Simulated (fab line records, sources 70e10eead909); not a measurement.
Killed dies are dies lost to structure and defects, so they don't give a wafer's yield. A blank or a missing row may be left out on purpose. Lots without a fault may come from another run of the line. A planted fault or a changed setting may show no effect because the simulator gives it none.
fab line records | flow nand_harc
record lots=11 wafers=33 last_day=33
route steps=1302 shown A_CONTACT@1063 END@1302
lots that met no fault: from a run of the same line without faults
start_h: hours from the record's first day to the start of the lot's first wafer shown | wait_h: hours since the lot's step before | " the same as in the row above | L1.1+2: a row that stands for several wafers | - no value, or no start given | * or withheld: withheld | < > ~ a bound
route shown NAME@n: a module of which the file shows steps, and the number in the route of the first | usual: mean/standard deviation of fault-free wafers | same: alike in all rows | chamber/n: place in a boat | sites: the reading at each site | _std_site: their standard deviation | _edge_site: outer sites' mean less inner sites' | radius_mm: how far each site lies from the wafer's centre | mask NAME#n: copy n | behind: the tool/chamber that last shaped the wafer | hold: why the lot was held/for how many hours/how that ended | device: the transistor (n, p or np) that didn't switch | end of line: the same wafers' tests at the end of the route | a step without rows: its recipe alone | killed: dies lost to structure and defects at the first sort, not the wafer's yield | map: a wafer's dies, x killed, . not, _ none there
set.NAME: the setting as run; set.NAME@STEP: as run at that earlier step | model.NAME: the simulator's own value behind a step, which no gauge read
steps of the route over a sample of lots; a table a step, a row a wafer
services: from which hour (start_h, from the record's first day; less than 0 if before it) a tool's chamber was out of use, for how many hours, and why
## steps
# step NHARC_A_CONTACT_ETCH_106
# recipe target_depth_a=900 overetch_a=90 time_s=49.5 ion_energy_ev=100 cf4_flow_sccm=80 o2_flow_sccm=20 ar_flow_sccm=0 rf_w=300 bias_w=100 chemistry=CF4/O2
# usual cf4_flow_sccm=79.97/0.24 drypump_motor_current_A=5.5/0.48 oes_product_au=1.001/0.0091 rf_vpp_V=197.7/1.4 showerhead_plenum_p_Torr=1.33/0.051 throttle_valve_pct=13.397/0.0088
# columns lot.wafer tool chamber start_h wait_h cf4_flow_sccm drypump_motor_current_A oes_product_au rf_hours_counter_h rf_vpp_V showerhead_plenum_p_Torr throttle_valve_pct
L909.2 rie_diel-05 2 502.40 0.1 79.91 5.8 1.011 16 197.8 1.33 13.392
L909.5 " 0 " " 79.64 5.5 1.008 - 197.0 1.31 13.408
L909.6 " 1 " " 80.03 5.5 1.001 - 199.2 1.40 13.399
L914.2 rie_diel-05 3 558.48 0.1 80.26 4.9 1.016 18 196.6 1.29 13.376
L914.3 " 0 " " 79.84 5.5 1.009 25 196.6 1.30 13.390
L914.6 " 2 " " 80.18 5.7 1.004 - 197.5 1.33 13.396
L915.1 rie_diel-05 3 577.13 0.1 79.98 4.9 1.006 21 196.3 1.29 13.407
L915.6 " 2 " " 79.72 5.8 1.001 - 198.2 1.33 13.403
L915.4 " 3 " " 79.80 4.9 1.013 - 196.4 1.29 13.373
L916.1 rie_diel-10 2 584.75 0.1 80.13 6.1 0.997 61 198.0 1.42 13.408
L916.3 " 3 " " 79.67 4.6 0.996 61 197.2 1.33 13.402
L916.5 " 0 " " 79.94 5.5 1.011 - 197.8 1.33 13.396
L919.3 rie_diel-05 3 598.56 0.1 80.18 4.9 1.002 26 197.6 1.29 13.408
L919.5 " 3 " " 80.08 4.9 1.016 - 197.5 1.29 13.389
L919.6 " 0 " " 79.86 5.5 1.021 - 197.0 1.30 13.410
L921.3 rie_diel-05 1 619.05 0.1 80.18 5.5 1.011 0 199.3 1.40 13.405
L921.1 " 2 " " 79.62 5.7 0.984 0 198.9 1.33 13.400
L921.6 " 1 " " 80.36 5.5 1.001 - 198.5 1.40 13.394
L920.2 rie_diel-05 0 628.27 0.1 80.39 5.5 0.988 2 197.7 1.30 13.403
L920.3 " 2 " " 80.38 5.7 0.987 2 197.8 1.33 13.391
L920.5 " 3 " " 79.61 4.9 0.994 - 196.3 1.28 13.378
L924.2 rie_diel-10 2 642.74 0.1 79.45 6.2 1.002 14 199.3 1.41 13.395
L924.3 " 3 " " 79.83 4.6 0.999 12 197.8 1.33 13.395
L924.4 " 0 " " 79.65 5.5 1.010 12 196.3 1.33 13.392
L930.3 rie_diel-05 3 714.15 0.0 79.93 4.9 0.991 17 197.1 1.28 13.389
L930.4 " 1 " " 79.89 5.5 0.997 17 196.9 1.39 13.392
L930.5 " 3 " " 79.93 4.9 1.002 - 197.4 1.28 13.398
L931.1 rie_diel-05 1 719.71 0.1 79.75 5.5 1.008 19 198.5 1.39 13.394
L931.3 " 2 " " 80.17 5.8 0.998 20 197.5 1.32 13.409
L931.5 " 0 " " 80.43 5.5 0.992 - 195.3 1.30 13.401
L932.4 rie_diel-05 2 725.51 0.1 79.91 5.8 0.993 21 198.6 1.32 13.394
L932.2 " 0 " " 80.21 5.5 0.976 20 198.0 1.30 13.394
L932.6 " 2 " " 79.83 5.8 0.987 - 197.6 1.32 13.397
# step NHARC_A_CONTACT_ETCH_92
# recipe target_depth_a=400 over_etch_frac=0.5 time_s=85.7 ion_energy_ev=120 ch3f_flow_sccm=50 o2_flow_sccm=30 ar_flow_sccm=200 rf_w=500 bias_w=100 chemistry=CH3F/O2
# usual drypump_motor_current_A=5.6/0.5 oes_product_au=0.933/0.023 rf_vpp_V=244.4/1.5 showerhead_plenum_p_Torr=2.46/0.099 throttle_valve_pct=20.664/0.0095
# columns lot.wafer tool chamber start_h wait_h drypump_motor_current_A oes_product_au rf_hours_counter_h rf_vpp_V showerhead_plenum_p_Torr throttle_valve_pct
L909.2 rie_diel-03 1 508.67 0.5 6.2 0.945 14 246.0 2.65 20.666
L909.5 " 1 " " 6.2 0.935 - 246.7 2.65 20.673
L909.6 " 2 " " 5.3 0.928 - 245.5 2.55 20.670
L914.3 rie_diel-05 0 564.83 0.4 5.5 0.941 26 243.7 2.40 20.661
L914.2 " 2 " " 5.8 0.931 27 245.0 2.45 20.666
L914.6 " 0 " " 5.5 0.937 - 243.5 2.40 20.666
L915.4 rie_diel-03 1 588.09 0.4 6.2 0.933 39 247.7 2.64 20.669
L915.1 " 0 " " 6.3 0.937 37 243.3 2.35 20.677
L915.6 " 1 " " 6.2 0.933 - 246.9 2.64 20.678
L916.3 rie_diel-05 0 593.37 0.4 5.5 0.937 33 242.2 2.40 20.664
L916.1 " 2 " " 5.7 0.922 32 244.9 2.45 20.663
L916.5 " 2 " " 5.8 0.908 - 244.5 2.45 20.671
L919.3 rie_diel-05 3 606.05 0.4 4.9 0.926 28 242.6 2.37 20.662
L919.6 " 1 " " 5.5 0.928 - 246.9 2.57 20.671
L919.5 " 2 " " 5.8 0.921 - 244.4 2.45 20.664
L921.3 rie_diel-05 0 630.32 0.4 5.5 0.916 2 244.4 2.40 20.659
L921.1 " 3 " " 4.9 0.912 2 244.2 2.37 20.660
L921.6 " 0 " " 5.5 0.919 - 243.8 2.40 20.668
L920.3 rie_diel-05 1 637.84 0.4 5.5 0.925 4 246.2 2.57 20.665
L920.2 " 2 " " 5.8 0.920 4 243.5 2.44 20.671
L920.5 " 0 " " 5.5 0.908 - 243.6 2.40 20.664
L924.4 rie_diel-05 3 650.85 0.4 4.9 0.932 8 244.3 2.36 20.666
L924.3 " 0 " " 5.5 0.929 7 242.5 2.40 20.670
L924.2 " 2 " " 5.8 0.935 7 243.1 2.44 20.674
L930.4 rie_diel-10 1 721.25 0.4 6.5 0.920 34 242.9 2.31 20.661
L930.3 " 0 " " 5.5 0.922 35 245.0 2.43 20.668
L930.5 " 2 " " 6.2 0.913 - 246.6 2.59 20.672
L931.3 rie_diel-05 2 726.75 0.4 5.8 0.924 21 243.8 2.44 20.668
L931.1 " 0 " " 5.5 0.927 20 242.9 2.39 20.667
L931.5 " 2 " " 5.8 0.908 - 243.8 2.44 20.670
L932.4 rie_diel-03 1 733.00 0.4 6.2 0.924 31 246.5 2.62 20.662
L932.2 " 3 " " 5.3 0.907 26 242.1 2.31 20.681
L932.6 " 1 " " 6.2 0.923 - 246.9 2.62 20.656
# step NHARC_A_CONTACT_CD_MEAS_15
# usual cd_nm=189.8/0.68
# columns lot.wafer tool chamber start_h wait_h cd_nm
L909.2 cd_sem-01 - 508.89 - 189.9
L909.5 " - " " 190.0
L909.6 " - " " 189.7
L914.2 cd_sem-02 - 565.03 - 190.3
L914.3 " - " " 190.7
L914.6 " - " " 190.7
L915.1 cd_sem-01 - 588.30 - 189.3
L915.4 " - " " 189.8
L915.6 " - " " 190.0
L916.1 cd_sem-01 - 593.60 - 190.9
L916.3 " - " " 190.5
L916.5 " - " " 190.7
L919.3 cd_sem-02 - 606.25 - 189.5
L919.5 " - " " 190.4
L919.6 " - " " 189.4
L921.1 cd_sem-02 - 630.54 - 189.5
L921.3 " - " " 189.1
L921.6 " - " " 189.4
L920.2 cd_sem-01 - 638.06 - 190.3
L920.3 " - " " 189.9
L920.5 " - " " 189.8
L924.2 cd_sem-03 - 651.07 - 190.2
L924.3 " - " " 189.6
L924.4 " - " " 188.6
L930.3 cd_sem-03 - 721.47 - 189.8
L930.4 " - " " 190.1
L930.5 " - " " 189.9
L931.1 cd_sem-02 - 726.96 - 189.0
L931.3 " - " " 189.1
L931.5 " - " " 189.9
L932.2 cd_sem-03 - 733.23 - 189.6
L932.4 " - " " 189.0
L932.6 " - " " 189.6
# step NHARC_A_CONTACT_CVD_19
# recipe target_thk_a=3000 temp_c=300 pressure_torr=40 wf6_flow_sccm=40 h2_flow_sccm=1600 ar_flow_sccm=1560 time_s=802 material=W
# usual heater_power_w=435/25 mfc_h2_sccm=1600/4.9 throttle_valve_pct=8.1/0.31
# columns lot.wafer tool chamber start_h wait_h heater_power_w mfc_h2_sccm throttle_valve_pct
L909.2 cvd_w-01 0 510.03 - 446 1597 8.1
L909.6 " 0 " " 436 1593 7.8
L909.5 " 1 " " 447 1600 8.3
L914.2 cvd_w-02 0 566.20 - 394 1606 8.1
L914.3 " 0 " " 395 1605 8.0
L914.6 " 0 " " 401 1597 8.0
L915.1 cvd_w-01 0 589.58 - 441 1604 7.6
L915.4 " 0 " " 443 1606 7.5
L915.6 " 1 " " 452 1603 8.4
L916.1 cvd_w-02 0 595.14 - 393 1597 8.3
L916.3 " 0 " " 392 1601 8.1
L916.5 " 0 " " 393 1602 8.3
L919.3 cvd_w-01 0 608.36 - 447 1602 7.7
L919.5 " 1 " " 450 1601 8.5
L919.6 " 0 " " 437 1597 7.8
L919.3 cvd_w-01 0 609.35 0.9 457 1599 7.6
L919.5 " 1 " " 453 1603 8.4
L919.6 " 0 " " 454 1592 7.6
L921.1 cvd_w-01 1 631.69 - 430 1608 8.0
L921.3 " 0 " " 446 1598 7.5
L921.6 " 1 " " 442 1607 8.4
L921.1 cvd_w-01 1 632.69 0.9 458 1611 8.2
L921.3 " 0 " " 452 1594 7.9
L921.6 " 1 " " 448 1615 8.2
L920.2 cvd_w-01 1 640.54 - 458 1605 8.2
L920.3 " 1 " " 451 1606 8.3
L920.5 " 1 " " 438 1602 8.0
L924.2 cvd_w-02 0 652.21 - 410 1593 8.1
L924.3 " 0 " " 404 1595 7.9
L924.4 " 1 " " 468 1598 8.2
L924.2 cvd_w-02 0 653.19 0.9 410 1597 8.0
L924.3 " 0 " " 408 1602 7.8
L924.4 " 1 " " 465 1598 8.3
L930.3 cvd_w-01 0 722.87 - 448 1599 7.5
L930.4 " 1 " " 446 1596 8.6
L930.5 " 1 " " 460 1592 8.0
L931.1 cvd_w-01 0 728.23 - 443 1608 7.6
L931.3 " 0 " " 454 1609 7.9
L931.5 " 1 " " 463 1606 8.2
L932.2 cvd_w-02 0 734.37 - 409 1601 7.9
L932.4 " 0 " " 404 1610 8.1
L932.6 " 1 " " 467 1597 8.4
# step NHARC_A_CONTACT_CMP_20
# recipe t_overpolish_s=30 target_thk_nm=300
# usual motor_current_A=12.1/1.2 overpolish_run_s=30.000/0.011 slurry_filter_dp_kPa=13.50/0.14 time_to_endpoint_s=59/3.4
# columns lot.wafer tool chamber start_h wait_h motor_current_A overpolish_run_s slurry_filter_dp_kPa time_to_endpoint_s
L909.2 cmp-02 2 510.95 0.8 10.8 30.003 13.70 56
L909.6 " 2 " " 11.5 29.995 13.60 56
L909.5 " 3 " " 12.2 30.013 13.51 54
L914.3 cmp-04 0 567.09 0.5 11.2 29.999 13.36 57
L914.2 " 3 " " 13.2 30.001 13.72 59
L914.6 " 1 " " 10.2 30.010 13.37 63
L915.4 cmp-04 1 590.51 0.6 10.5 29.995 13.26 60
L915.1 " 2 " " 13.5 29.992 13.53 61
L915.6 " 1 " " 10.3 30.021 13.57 59
L916.1 cmp-04 1 595.91 0.6 10.3 29.973 13.56 61
L916.3 " 2 " " 13.3 29.995 13.38 62
L916.5 " 2 " " 13.7 29.984 13.31 61
L919.3 cmp-02 3 609.97 0.5 13.5 30.008 13.36 112
L919.6 " 3 " " 12.7 30.007 13.45 114
L919.5 " 0 " " 11.6 29.997 13.53 114
L921.3 cmp-03 0 633.70 0.5 13.0 29.990 13.33 123
L921.1 " 1 " " 12.2 29.996 13.20 120
L921.6 " 1 " " 11.8 30.011 13.45 124
L920.2 cmp-04 2 641.46 0.8 13.3 29.997 13.59 64
L920.3 " 0 " " 11.3 30.005 13.63 59
L920.5 " 2 " " 13.1 29.982 13.57 65
L924.3 cmp-04 0 654.18 0.6 11.5 29.999 13.42 119
L924.2 " 1 " " 9.9 29.998 13.49 122
L924.4 " 3 " " 14.2 29.990 13.59 125
L930.3 cmp-03 0 723.51 0.5 12.2 30.001 13.59 61
L930.4 " 2 " " 11.2 30.003 13.23 55
L930.5 " 0 " " 12.4 30.005 13.36 60
L931.1 cmp-04 2 729.05 0.7 13.8 29.995 13.58 66
L931.3 " 3 " " 14.0 30.015 13.32 59
L931.5 " 1 " " 10.1 29.995 13.37 59
L932.4 cmp-04 2 735.31 0.6 13.7 30.002 13.55 62
L932.2 " 3 " " 13.6 29.992 13.50 58
L932.6 " 1 " " 10.4 29.983 13.37 62
# step NHARC_END_SORT_01
# recipe temp_c=25
# usual killed_at_array=59/20 killed_at_other=0.8/1 killed_at_periphery=3.2/2.1 killed_dies=63/21 killed_open=3.0/1.9 killed_short=2.3/1.5
# same gross_dies=677
# columns lot.wafer tool chamber start_h wait_h killed_at_array killed_at_other killed_at_periphery killed_dies killed_open killed_short
L920.2 prober-01 0 686.67 2.8 73 0 4 77 5 2
L920.3 prober-01 0 687.46 3.1 52 0 3 55 2 1
L920.5 prober-01 0 689.05 3.7 51 2 7 60 2 1
L921.1 prober-01 0 687.04 2.5 103 1 1 105 1 1
L921.3 prober-01 0 688.63 3.1 93 0 0 93 2 1
L921.6 prober-01 0 691.02 4.0 85 0 3 88 5 2
L924.2 prober-01 0 713.87 2.8 24 0 4 28 4 2
L924.3 prober-01 0 714.66 3.1 21 0 2 23 3 2
L924.4 prober-01 0 715.45 3.4 23 0 2 25 4 0
# killed by level:class
L920.2 A_SLIT:chamber_film_flake=33 A_CONTACT:chamber_film_flake=11 A_CHANNEL_HOLE_D1:chamber_film_flake=7 A_STAIRCASE:chamber_film_flake=5 A_CHANNEL_FILL_D2:chamber_film_flake=3 A_SGD_CUT:chamber_film_flake=3 A_WL_FILL:chamber_film_flake=2 A_ONON_D1:geometric_particle:open=1
L921.1 A_CHANNEL_HOLE_D1:chamber_film_flake=28 A_SLIT:chamber_film_flake=28 A_CHANNEL_HOLE_D2:chamber_film_flake=18 A_STAIRCASE:chamber_film_flake=12 A_CONTACT:chamber_film_flake=7 A_SGD_CUT:chamber_film_flake=4 A_M1:chamber_film_flake=3 A_ZERO_WELL:chamber_film_flake=2
L920.3 A_SLIT:chamber_film_flake=27 A_CHANNEL_HOLE_D1:chamber_film_flake=10 A_CONTACT:chamber_film_flake=5 A_STAIRCASE:chamber_film_flake=4 P_CONTACT:chamber_film_flake=2 A_BLC:chamber_film_flake=2 A_ONON_D1:geometric_particle:short=1 A_SGD_CUT:geometric_particle:open=1
L921.3 A_CHANNEL_HOLE_D1:chamber_film_flake=29 A_SLIT:chamber_film_flake=25 A_CHANNEL_HOLE_D2:chamber_film_flake=14 A_STAIRCASE:chamber_film_flake=7 A_CONTACT:chamber_film_flake=6 A_SGD_CUT:chamber_film_flake=3 A_M1:chamber_film_flake=3 A_CHANNEL_FILL_D2:chamber_film_flake=2
L920.5 A_SLIT:chamber_film_flake=32 A_CONTACT:chamber_film_flake=5 A_CHANNEL_HOLE_D1:chamber_film_flake=4 A_SGD_CUT:chamber_film_flake=4 P_ZERO_WELL:chamber_film_flake=2 P_CONTACT:chamber_film_flake=2 A_CHANNEL_HOLE_D2:chamber_film_flake=2 A_STAIRCASE:chamber_film_flake=2
L921.6 A_CHANNEL_HOLE_D1:chamber_film_flake=30 A_SLIT:chamber_film_flake=24 A_CHANNEL_HOLE_D2:chamber_film_flake=6 A_STAIRCASE:chamber_film_flake=6 A_CONTACT:chamber_film_flake=5 A_DECK1_JOINT:geometric_particle:open=3 A_CHANNEL_FILL_D2:chamber_film_flake=3 A_SGD_CUT:chamber_film_flake=3
L924.2 A_CHANNEL_HOLE_D1:chamber_film_flake=8 A_SLIT:chamber_film_flake=4 A_CHANNEL_FILL_D1:geometric_particle:open=2 P_STI:chamber_film_flake=2 A_CHANNEL_HOLE_D2:chamber_film_flake=2 A_WL_FILL:chamber_film_flake=2 P_GATE:geometric_particle:short=1 A_ONON_D1:geometric_particle:open=1
L924.3 A_CHANNEL_HOLE_D1:chamber_film_flake=8 A_SLIT:chamber_film_flake=5 A_ONON_D2:geometric_particle:short=2 A_CONTACT:chamber_film_flake=2 P_CONTACT:geometric_particle:open=1 A_CHANNEL_HOLE_D2:geometric_particle:open=1 A_M0:geometric_particle:open=1 P_STI:chamber_film_flake=1
L924.4 A_CHANNEL_HOLE_D1:chamber_film_flake=12 A_SLIT:chamber_film_flake=6 P_CONTACT:geometric_particle:open=1 P_M0:geometric_particle:open=1 A_CHANNEL_FILL_D1:geometric_particle:open=1 A_SGD_CUT:geometric_particle:open=1 A_CHANNEL_FILL_D1:chamber_film_flake=1 A_DECK1_JOINT:chamber_film_flake=1
## services
# columns tool chamber start_h hours kind
rie_diel-10 - 485.03 0.4 repair
cvd_w-01 - 492.63 0.8 repair
cmp-04 - 504.19 4.0 pm
cmp-04 - 541.29 1.7 repair
cvd_w-02 1 545.56 10.7 repair
cvd_w-01 - 547.15 13.0 pm
rie_diel-05 1 573.90 24.5 repair
cmp-04 - 577.86 3.6 repair
rie_diel-10 - 598.42 9.0 pm
cmp-04 - 602.19 4.0 pm
rie_diel-05 - 606.25 9.0 pm
rie_diel-03 0 613.32 12.3 repair
cvd_w-02 - 631.00 13.0 pm
cmp-04 - 631.79 1.0 repair
rie_diel-03 - 638.93 9.0 pm
rie_diel-10 - 643.79 0.8 repair
rie_diel-05 - 659.51 10.5 repair
cvd_w-02 - 669.64 2.1 repair
rie_diel-03 - 677.90 0.5 repair
rie_diel-05 0 685.51 4.9 repair
rie_diel-05 2 687.88 1.9 repair
cmp-04 - 700.19 4.0 pm
cvd_w-01 - 712.02 0.4 repair
cvd_w-01 - 728.85 13.0 pm
## key
first_sign step=NHARC_A_CONTACT_CVD_19 reading=visit direction=added
effect step=NHARC_A_CONTACT_CMP_20 reading=time_to_endpoint_s direction=up sigmas=18 usual=* struck=*
met_at NHARC_A_CONTACT_CVD_19
struck_lots L919,L921,L924
tester_left_out L919,L921,L924
not_acting_at NHARC_A_CONTACT_ETCH_106,NHARC_A_CONTACT_ETCH_92,NHARC_A_CONTACT_CD_MEAS_15
fault kind=repeated_step_whole tool=cvd_w-01,cvd_w-02 chamber=- onset_h=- steps=NHARC_A_CONTACT_CVD_19 times=1 scope=struck_lots_only
# tester_left_out: of these lots the tester's yield and bins aren't shown, on N5 and GAA mostly nor the transistor test; their killed dies are dies lost to structure and defects alone, not to doping, threshold or leakage, so they don't give the yield
